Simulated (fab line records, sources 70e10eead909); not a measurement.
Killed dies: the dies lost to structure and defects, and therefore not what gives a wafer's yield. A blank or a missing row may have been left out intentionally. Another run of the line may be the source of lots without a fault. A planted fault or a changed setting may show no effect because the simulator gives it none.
fab line records | flow nand_harc | part 1 of 2: steps 1 to 4 of 6
record: lots: 22 wafers: 66 last_day: 24
route steps=1159 shown A_STAIRCASE@547
lots that met no fault: from a run of the same line without faults
start_h: hours from the record's opening day to when the first of the lot's shown wafers began | wait_h: how many hours have passed since the lot's step before this one | " the same as in the row above | L1.1+2: several wafers, shown together as one row | - no value, or no start given | * or withheld: withheld | < > ~ a bound
route shown NAME@n: names a module that has steps shown in the file, with the first one's number in the route | usual: mean/standard deviation of fault-free wafers | same: alike in all rows | chamber/n: place in a boat | sites: the reading at each site | _std_site: standard deviation across them | _edge_site: inner sites' mean taken away from outer sites' mean | radius_mm: for every site, how far away it sits from the centre of the wafer | mask NAME#n: copy n | behind: tool/chamber where the wafer was last shaped | hold: why the lot went on hold/how many hours it stayed there/how the hold came to an end | device: whichever transistor did not switch (one of n, p or np) | end of line: the route-end tests of the same wafers | where a step has no rows: the recipe by itself | killed: at the first sort, the dies lost to defects and structure; wafer yield is something else | map: the dies of a wafer, with x for killed, . for not killed, _ for no die there
set.NAME: the setting the step ran with; set.NAME@STEP: the setting that earlier step ran with | model.NAME: the simulator's own value behind a step, which no gauge read
a sample of lots followed through the steps of the route, with each step as a table and each wafer as a row
services: from which hour (start_h, from the record's first day; less than 0 if before it) a tool's chamber was out of use, for how many hours, and why
== steps ==
step: NHARC_A_STAIRCASE_DESCUM_11
recipe: time_s: 3 o2_flow_sccm: 200 ar_flow_sccm: 0 bias_power_w: 0 chemistry: O2
usual: drypump_motor_current_A: 5.6/0.41 mfc_ar_sccm: 0.003/0.0093 oes_product_au: 1.000/0.009 rf_vpp_V: 58.0/0.89 showerhead_plenum_p_Torr: 1.95/0.079 throttle_valve_pct: 11.310/0.0091
columns lot.wafer tool chamber start_h wait_h drypump_motor_current_A mfc_ar_sccm oes_product_au rf_hours_counter_h rf_vpp_V showerhead_plenum_p_Torr throttle_valve_pct
L074.4 rie_diel-09 2 232.69 - 6.4 0 1.011 52 57.1 1.98 11.305
L074.3 " 3 " " 5.3 0 0.995 50 58.6 1.94 11.332
L074.6 " 1 " " 5.0 0.041 0.987 - 56.0 1.83 11.308
L076.3 rie_diel-07 2 246.65 - 5.2 0 1.006 1 57.2 2.05 11.314
L076.2 " 3 " " 6.4 0 0.986 2 58.7 1.99 11.317
L076.6 " 3 " " 6.4 0 0.993 - 59.5 1.99 11.321
L078.2 rie_diel-07 2 253.69 - 5.2 0 1.006 3 58.1 2.05 11.303
L078.5 " 0 " " 5.5 0 1.020 - 56.7 1.93 11.310
L078.6 " 1 " " 5.7 0.003 0.998 - 58.1 2.01 11.329
L077.4 rie_diel-07 0 253.96 - 5.5 0 1.003 4 58.9 1.93 11.311
L077.1 " 3 " " 6.4 0 0.990 4 56.9 1.99 11.326
L077.6 " 1 " " 5.7 0.003 0.994 - 59.6 2.01 11.307
L080.2 rie_diel-07 1 273.31 - 5.7 0.003 0.992 9 57.1 2.01 11.312
L080.3 " 2 " " 5.2 0 0.995 10 58.4 2.05 11.297
L080.5 " 3 " " 6.4 0 0.993 - 57.5 1.98 11.308
L079.3 rie_diel-07 1 273.57 - 5.6 0.003 1.004 9 58.2 2.01 11.307
L079.4 " 0 " " 5.5 0 1.002 10 59.7 1.93 11.297
L079.6 " 1 " " 5.6 0.003 1.005 - 57.8 2.01 11.300
L081.2 rie_diel-10 0 273.78 - 5.3 0 1.006 33 57.9 1.94 11.304
L081.1 " 2 " " 5.7 0 0.999 34 57.7 1.79 11.326
L081.5 " 2 " " 5.7 0 0.994 - 58.6 1.79 11.298
L082.2 rie_diel-10 0 281.39 - 5.4 0 1.005 38 58.0 1.94 11.300
L082.4 " 1 " " 5.4 0 1.005 39 58.6 1.99 11.312
L082.1 " 2 " " 5.7 0 1.000 38 58.1 1.79 11.305
L084.4 rie_diel-09 3 288.05 - 5.4 0 0.994 11 58.4 1.94 11.309
L084.3 " 2 " " 6.4 0 1.011 12 57.9 1.97 11.298
L084.6 " 3 " " 5.4 0 0.997 - 57.9 1.94 11.310
L087.1 rie_diel-10 0 308.64 - 5.3 0 1.005 47 59.2 1.93 11.311
L087.3 " 1 " " 5.4 0 1.002 48 58.8 1.99 11.319
L087.5 " 3 " " 5.4 0 0.992 - 57.9 1.95 11.321
L086.1 rie_diel-09 1 308.96 - 5.0 0.041 0.999 16 57.0 1.83 11.325
L086.2 " 2 " " 6.4 0 1.017 17 57.3 1.97 11.304
L086.4 " 3 " " 5.4 0 0.998 16 58.7 1.94 11.315
L085.2 rie_diel-09 2 333.55 - 6.4 0 0.999 25 57.5 1.97 11.315
L085.1 " 3 " " 5.3 0 0.987 25 59.4 1.93 11.294
L085.5 " 3 " " 5.4 0 0.994 - 56.7 1.93 11.308
L088.4 rie_diel-07 3 334.49 - 6.4 0 0.991 32 59.0 1.98 11.304
L088.3 " 1 " " 5.7 0.003 0.985 29 58.4 2.00 11.295
L088.6 " 2 " " 5.2 0 0.986 - 58.0 2.04 11.295
L090.2 rie_diel-09 0 338.19 - 5.4 0 1.004 19 58.9 2.07 11.319
L090.1 " 1 " " 5.0 0.041 1.009 24 58.1 1.82 11.299
L090.6 " 1 " " 5.0 0.041 1.003 - 57.2 1.82 11.321
L091.3 rie_diel-07 3 338.35 - 6.4 0 0.983 33 58.4 1.98 11.302
L091.2 " 1 " " 5.6 0.003 0.994 30 58.6 2.00 11.316
L091.6 " 3 " " 6.4 0 0.995 - 57.5 1.98 11.311
L089.4 rie_diel-07 1 342.05 - 5.7 0.003 1.003 31 57.8 2.00 11.295
L089.6 " 2 " " 5.2 0 0.985 - 57.6 2.04 11.325
L089.5 " 3 " " 6.4 0 0.987 - 57.8 1.98 11.312
L092.3 rie_diel-10 1 345.98 - 5.4 0 1.007 57 58.8 1.99 11.289
L092.2 " 2 " " 5.7 0 0.991 57 56.7 1.78 11.320
L092.6 " 1 " " 5.4 0 0.998 - 58.3 1.99 11.313
L093.2 rie_diel-10 1 346.32 - 5.4 0 1.008 57 57.6 1.99 11.314
L093.6 " 0 " " 5.4 0 1.007 - 56.7 1.93 11.289
L093.5 " 1 " " 5.4 0 1.007 - 58.6 1.99 11.310
L094.2 rie_diel-09 2 354.00 - 6.4 0 0.989 34 58.7 1.97 11.309
L094.1 " 0 " " 5.4 0 1.001 25 58.5 2.07 11.306
L094.4 " 0 " " 5.4 0 1.001 - 57.9 2.07 11.304
L095.4 rie_diel-10 1 367.58 - 5.4 0 1.008 1 56.0 1.98 11.311
L095.3 " 2 " " 5.7 0 0.991 2 56.4 1.78 11.309
L095.2 " 3 " " 5.4 0 1.012 1 56.7 1.94 11.301
L096.4 rie_diel-07 2 370.69 - 5.2 0 0.983 47 59.9 2.04 11.315
L096.1 " 3 " " 6.5 0 0.991 48 58.5 1.97 11.305
L096.3 " 0 " " 5.5 0 0.997 46 59.4 1.92 11.304
L097.4 rie_diel-10 3 374.62 - 5.4 0 1.011 4 59.0 1.94 11.310
L097.6 " 2 " " 5.7 0 1.004 - 56.6 1.78 11.308
L097.5 " 3 " " 5.5 0 1.008 - 57.3 1.94 11.309
step: NHARC_A_STAIRCASE_TRIM_16
recipe: time_s: 211.2 o2_flow_sccm: 500 ar_flow_sccm: 0 bias_w: 0 chemistry: O2
usual: drypump_motor_current_A: 5.6/0.43 mfc_ar_sccm: 0.003/0.0098 oes_product_au: 1.001/0.009 rf_vpp_V: 57.8/0.84 showerhead_plenum_p_Torr: 3.59/0.13 throttle_valve_pct: 17.035/0.0088
columns lot.wafer tool chamber start_h wait_h drypump_motor_current_A mfc_ar_sccm oes_product_au rf_hours_counter_h rf_vpp_V showerhead_plenum_p_Torr throttle_valve_pct
L074.4 rie_diel-09 2 - - 6.4 0 1.004 52 56.6 3.65 17.040
L074.3 " 0 " " 5.4 0 1.001 55 57.4 3.28 17.038
L074.6 " 2 " " 6.4 0 1.008 - 56.1 3.65 17.032
L076.3 rie_diel-07 2 - - 5.2 0 0.999 2 58.5 3.77 17.019
L076.2 " 3 " " 6.4 0 0.986 2 58.3 3.66 17.041
L076.6 " 2 " " 5.2 0 0.994 - 56.3 3.77 17.026
L078.2 rie_diel-07 2 - - 5.2 0 1.009 4 58.7 3.77 17.032
L078.5 " 1 " " 5.7 0.003 0.996 - 58.7 3.69 17.044
L078.6 " 2 " " 5.2 0 0.992 - 58.3 3.77 17.039
L077.4 rie_diel-07 1 - - 5.7 0.003 0.988 4 57.7 3.69 17.038
L077.1 " 3 " " 6.4 0 0.994 4 58.5 3.65 17.035
L077.6 " 0 " " 5.5 0 1.008 - 58.7 3.56 17.034
L080.2 rie_diel-07 3 - - 6.4 0 1.006 11 57.4 3.65 17.032
L080.3 " 0 " " 5.6 0 1.006 10 58.5 3.55 17.016
L080.5 " 3 " " 6.4 0 0.990 - 57.6 3.65 17.041
L079.4 rie_diel-07 3 - - 6.5 0 1.003 11 59.5 3.65 17.046
L079.3 " 0 " " 5.5 0 1.018 10 58.3 3.56 17.045
L079.6 " 2 " " 5.2 0 0.988 - 58.2 3.77 17.041
L081.2 rie_diel-10 0 - - 5.4 0 1.014 34 58.8 3.57 17.023
L081.1 " 1 " " 5.4 0 1.007 35 57.4 3.67 17.035
L081.5 " 1 " " 5.4 0 1.004 - 57.2 3.67 17.030
L082.4 rie_diel-10 0 - - 5.4 0 1.002 39 57.9 3.57 17.028
L082.2 " 1 " " 5.4 0 0.997 40 57.2 3.67 17.033
L082.1 " 2 " " 5.7 0 0.996 39 57.2 3.31 17.027
L084.3 rie_diel-09 2 - - 6.4 0 1.008 13 57.3 3.63 17.044
L084.4 " 3 " " 5.4 0 0.997 12 59.0 3.57 17.039
L084.6 " 2 " " 6.4 0 1.001 - 57.4 3.63 17.041
L087.3 rie_diel-10 2 - - 5.7 0 1.008 47 58.1 3.31 17.047
L087.1 " 0 " " 5.4 0 1.010 47 57.5 3.56 17.029
L087.5 " 3 " " 5.4 0 0.995 - 58.5 3.59 17.051
L086.2 rie_diel-09 1 - - 5.0 0.041 1.007 18 59.3 3.38 17.038
L086.4 " 2 " " 6.4 0 1.023 19 56.7 3.63 17.030
L086.1 " 0 " " 5.4 0 0.999 12 57.9 3.80 17.037
L085.2 rie_diel-09 1 - - 5.0 0.041 0.988 23 56.9 3.37 17.044
L085.1 " 3 " " 5.4 0 0.987 25 57.0 3.56 17.029
L085.5 " 1 " " 5.0 0.041 0.992 - 57.0 3.37 17.043
L088.4 rie_diel-07 0 - - 5.5 0 0.998 30 57.6 3.54 17.040
L088.3 " 1 " " 5.6 0.003 0.989 29 58.4 3.68 17.017
L088.6 " 3 " " 6.5 0 0.981 - 58.9 3.64 17.050
L090.1 rie_diel-09 2 - - 6.4 0 0.997 27 58.0 3.63 17.023
L090.2 " 3 " " 5.4 0 0.998 26 57.9 3.56 17.031
L090.6 " 3 " " 5.4 0 0.999 - 57.5 3.56 17.030
L091.2 rie_diel-07 1 - - 5.7 0.003 1.007 30 57.7 3.68 17.028
L091.3 " 2 " " 5.2 0 0.998 32 59.0 3.75 17.057
L091.6 " 1 " " 5.7 0.003 1.009 - 57.9 3.68 17.029
L089.4 rie_diel-07 2 - - 5.2 0 0.992 33 58.6 3.75 17.042
L089.5 " 2 " " 5.2 0 0.974 - 58.5 3.75 17.038
L089.6 " 3 " " 6.4 0 0.998 - 58.6 3.64 17.033
L092.2 rie_diel-10 3 - - 5.4 0 1.007 53 56.6 3.58 17.027
L092.3 " 1 " " 5.4 0 1.004 57 56.9 3.65 17.026
L092.6 " 0 " " 5.4 0 1.005 - 58.1 3.56 17.034
L093.2 rie_diel-10 1 - - 5.4 0 1.010 57 58.2 3.65 17.035
L093.5 " 1 " " 5.4 0 1.017 - 60.3 3.65 17.033
L093.6 " 2 " " 5.7 0 0.996 - 57.7 3.30 17.037
L094.2 rie_diel-09 2 - - 6.5 0 1.001 37 57.9 3.62 17.046
L094.1 " 3 " " 5.4 0 0.990 35 57.4 3.56 17.032
L094.4 " 0 " " 5.4 0 1.016 - 59.7 3.79 17.041
L095.4 rie_diel-10 1 - - 5.4 0 0.998 2 57.0 3.65 17.026
L095.2 " 2 " " 5.8 0 0.996 2 56.6 3.30 17.035
L095.3 " 3 " " 5.5 0 1.017 2 57.5 3.58 17.028
L096.1 rie_diel-07 0 - - 5.5 0 0.998 46 59.9 3.54 17.023
L096.3 " 2 " " 5.2 0 0.988 47 58.5 3.74 17.033
L096.4 " 3 " " 6.5 0 0.991 48 58.1 3.63 17.044
L097.4 rie_diel-10 1 - - 5.4 0 1.004 4 59.1 3.65 17.015
L097.5 " 3 " " 5.4 0 1.006 - 57.2 3.58 17.024
L097.6 " 0 " " 5.3 0 1.008 - 57.7 3.55 17.035
step: NHARC_A_STAIRCASE_TRIM_22
recipe: time_s: 211.2 o2_flow_sccm: 500 ar_flow_sccm: 0 bias_w: 0 chemistry: O2
usual: drypump_motor_current_A: 5.6/0.46 mfc_ar_sccm: 0.003/0.011 oes_product_au: 0.998/0.0095 rf_vpp_V: 58.0/0.89 showerhead_plenum_p_Torr: 3.60/0.13 throttle_valve_pct: 17.037/0.01
columns lot.wafer tool chamber start_h wait_h drypump_motor_current_A mfc_ar_sccm oes_product_au rf_hours_counter_h rf_vpp_V showerhead_plenum_p_Torr throttle_valve_pct
L074.4 rie_diel-09 1 - - 5.0 0.041 0.968 61 57.0 3.39 17.037
L074.3 " 2 " " 6.4 0 0.999 55 57.9 3.64 17.046
L074.6 " 0 " " 5.4 0 1.004 - 59.0 3.28 17.041
L076.2 rie_diel-09 3 - - 5.4 0 0.987 56 58.1 3.58 17.031
L076.3 " 0 " " 5.4 0 1.006 61 56.5 3.28 17.022
L076.6 " 2 " " 6.4 0 1.012 - 58.2 3.64 17.029
L078.2 rie_diel-07 2 - - 5.2 0 0.992 4 58.2 3.77 17.045
L078.5 " 0 " " 5.5 0 1.019 - 56.7 3.56 17.049
L078.6 " 1 " " 5.7 0.003 0.996 - 56.5 3.69 17.033
L077.1 rie_diel-07 0 - - 5.5 0 1.015 5 59.0 3.56 17.047
L077.4 " 2 " " 5.2 0 1.001 4 58.3 3.77 17.031
L077.6 " 3 " " 6.5 0 0.989 - 58.1 3.65 17.033
L079.3 rie_diel-07 2 - - 5.2 0 0.999 11 57.5 3.76 17.032
L079.4 " 3 " " 6.4 0 0.991 11 57.6 3.65 17.041
L079.6 " 3 " " 6.4 0 0.997 - 57.6 3.65 17.025
L080.2 rie_diel-09 2 - - 6.4 0 1.016 4 56.7 3.64 17.036
L080.3 " 3 " " 5.4 0 0.984 3 57.1 3.58 17.025
L080.5 " 1 " " 5.0 0.041 0.996 - 57.4 3.39 17.022
L081.2 rie_diel-10 1 - - 5.4 0 1.004 37 58.3 3.67 17.050
L081.1 " 2 " " 5.7 0 0.996 37 58.5 3.31 17.013
L081.5 " 1 " " 5.4 0 0.998 - 58.9 3.67 17.036
L082.2 rie_diel-07 1 - - 5.7 0.003 1.001 14 57.4 3.68 17.045
L082.4 " 2 " " 5.2 0 0.987 15 59.5 3.76 17.043
L082.1 " 3 " " 6.5 0 0.998 16 57.7 3.65 17.012
L084.3 rie_diel-07 1 - - 5.7 0.003 1.005 16 59.0 3.68 17.033
L084.4 " 2 " " 5.2 0 0.993 18 59.8 3.76 17.043
L084.6 " 1 " " 5.7 0.003 0.997 - 58.8 3.68 17.033
L087.3 rie_diel-10 3 - - 5.4 0 1.006 42 57.6 3.58 17.030
L087.1 " 1 " " 5.4 0 0.999 48 58.9 3.66 17.032
L087.5 " 2 " " 5.7 0 0.995 - 58.6 3.31 17.057
L086.2 rie_diel-09 3 - - 5.4 0 0.991 19 57.2 3.57 17.051
L086.4 " 1 " " 5.0 0.041 0.995 18 56.3 3.38 17.032
L086.1 " 2 " " 6.4 0 1.006 19 57.2 3.63 17.053
L085.2 rie_diel-09 2 - - 6.5 0 0.999 25 59.5 3.63 17.039
L085.1 " 3 " " 5.4 0 0.997 25 57.3 3.56 17.032
L085.5 " 2 " " 6.4 0 0.995 - 58.5 3.63 17.037
L088.3 rie_diel-09 0 - - 5.4 0 1.009 19 58.4 3.80 17.032
L088.4 " 1 " " 5.0 0.041 0.996 24 56.5 3.37 17.036
L088.6 " 1 " " 5.0 0.041 1.000 - 58.3 3.37 17.028
L090.1 rie_diel-10 1 - - 5.4 0 1.011 54 57.9 3.66 17.023
L090.2 " 2 " " 5.7 0 0.997 53 56.9 3.30 17.047
L090.6 " 3 " " 5.4 0 1.007 - 57.8 3.58 17.038
L091.2 rie_diel-07 3 - - 6.5 0 0.999 33 58.0 3.64 17.036
L091.3 " 1 " " 5.7 0.003 0.998 30 56.9 3.67 17.027
L091.6 " 0 " " 5.5 0 0.996 - 57.5 3.54 17.061
L089.4 rie_diel-07 0 - - 5.5 0 1.002 33 58.0 3.54 17.032
L089.6 " 2 " " 5.2 0 0.971 - 57.7 3.75 17.047
L089.5 " 3 " " 6.5 0 0.987 - 58.8 3.64 17.026
L092.2 rie_diel-09 2 - - 6.4 0 1.003 30 58.8 3.62 17.038
L092.3 " 0 " " 5.4 0 1.012 23 58.9 3.80 17.048
L092.6 " 3 " " 5.4 0 1.002 - 58.4 3.56 17.041
L093.2 rie_diel-07 2 - - 5.2 0 0.982 35 56.7 3.75 17.025
L093.6 " 0 " " 5.5 0 1.001 - 58.9 3.54 17.038
L093.5 " 1 " " 5.7 0.003 1.002 - 56.2 3.67 17.034
L094.4 rie_diel-07 3 - - 6.4 0 0.991 44 58.5 3.63 17.027
L094.1 " 1 " " 5.6 0.003 0.997 40 59.0 3.67 17.032
L094.2 " 2 " " 5.2 0 0.980 43 57.5 3.75 17.032
L095.2 rie_diel-07 2 - - 5.2 0 0.998 46 56.7 3.74 17.030
L095.3 " 3 " " 6.5 0 1.008 46 57.0 3.63 17.027
L095.4 " 0 " " 5.5 0 1.001 45 57.7 3.54 17.024
L096.4 rie_diel-07 1 - - 5.7 0.003 1.006 45 58.4 3.67 17.040
L096.1 " 3 " " 6.4 0 0.998 49 57.2 3.63 17.034
L096.3 " 0 " " 5.5 0 0.996 46 56.8 3.54 17.030
L097.4 rie_diel-10 2 - - 5.7 0 1.014 6 56.6 3.30 17.039
L097.5 " 2 " " 5.7 0 1.006 - 56.9 3.30 17.043
L097.6 " 3 " " 5.4 0 1.013 - 57.5 3.58 17.041
step: NHARC_A_STAIRCASE_ETCH_23
recipe: target_depth_a: 1000 time_s: 40.5 ion_energy_ev: 400 c4f8_flow_sccm: 20 o2_flow_sccm: 10 ar_flow_sccm: withheld rf_w: 600 bias_w: 1000 chemistry: C4F8/O2
usual: oes_product_au: 0.938/0.012 rf_vpp_V: 898/4.9
columns lot.wafer tool chamber start_h wait_h oes_product_au rf_hours_counter_h rf_vpp_V
L074.4 rie_diel-09 1 - - 0.929 61 891
L074.3 " 3 " " 0.925 52 898
L074.6 " 1 " " 0.922 - 892
L076.2 rie_diel-09 0 - - 0.952 61 886
L076.3 " 1 " " 0.913 65 892
L076.6 " 1 " " 0.909 - 890
L078.2 rie_diel-07 1 - - 0.927 5 902
L078.6 " 0 " " 0.949 - 897
L078.5 " 1 " " 0.941 - 903
L077.1 rie_diel-07 3 - - 0.921 5 900
L077.4 " 0 " " 0.952 5 897
L077.6 " 0 " " 0.939 - 898
L079.3 rie_diel-07 3 - - 0.932 11 901
L079.4 " 2 " " 0.941 11 905
L079.6 " 0 " " 0.954 - 897
L081.2 rie_diel-10 0 - - 0.938 36 897
L081.1 " 1 " " 0.933 37 900
L081.5 " 2 " " 0.926 - 888
L080.3 rie_diel-09 2 - - 0.934 8 900
L080.2 " 3 " " 0.923 7 896
L080.5 " 1 " " 0.927 - 891
L082.1 rie_diel-07 3 - - 0.934 16 900
L082.2 " 0 " " 0.960 15 896
L082.4 " 1 " " 0.933 14 902
L084.3 rie_diel-07 0 - - 0.959 18 898
L084.4 " 2 " " 0.941 18 905
L084.6 " 0 " " 0.957 - 897
L087.3 rie_diel-10 3 - - 0.937 43 897
L087.1 " 0 " " 0.937 48 897
L087.5 " 2 " " 0.925 - 887
L086.2 rie_diel-09 3 - - 0.947 19 897
L086.4 " 0 " " 0.938 12 907
L086.1 " 1 " " 0.939 18 891
L085.1 rie_diel-09 2 - - 0.932 25 901
L085.2 " 0 " " 0.957 18 905
L085.5 " 1 " " 0.944 - 890
L088.3 rie_diel-09 1 - - 0.933 24 890
L088.4 " 2 " " 0.932 26 898
L088.6 " 1 " " 0.934 - 890
L090.2 rie_diel-10 2 - - 0.933 53 888
L090.1 " 3 " " 0.935 49 898
L090.6 " 3 " " 0.936 - 897
L091.3 rie_diel-07 0 - - 0.943 32 896
L091.2 " 2 " " 0.943 32 905
L091.6 " 0 " " 0.927 - 896
L089.4 rie_diel-07 0 - - 0.942 33 897
L089.6 " 1 " " 0.937 - 901
L089.5 " 2 " " 0.926 - 903
L092.3 rie_diel-09 3 - - 0.929 30 898
L092.2 " 2 " " 0.939 30 900
L092.6 " 0 " " 0.968 - 905
L093.2 rie_diel-07 1 - - 0.942 34 902
L093.5 " 1 " " 0.930 - 902
L093.6 " 2 " " 0.938 - 903
L094.4 rie_diel-07 1 - - 0.942 41 900
L094.2 " 2 " " 0.926 43 904
L094.1 " 3 " " 0.929 44 899
L095.4 rie_diel-07 0 - - 0.939 45 897
L095.2 " 2 " " 0.913 46 904
L095.3 " 3 " " 0.921 47 901
L096.1 rie_diel-07 3 - - 0.927 49 900
L096.3 " 0 " " 0.961 46 895
L096.4 " 1 " " 0.942 46 901
L097.4 rie_diel-10 2 - - 0.942 6 887
L097.6 " 3 " " 0.944 - 899
L097.5 " 0 " " 0.947 - 897
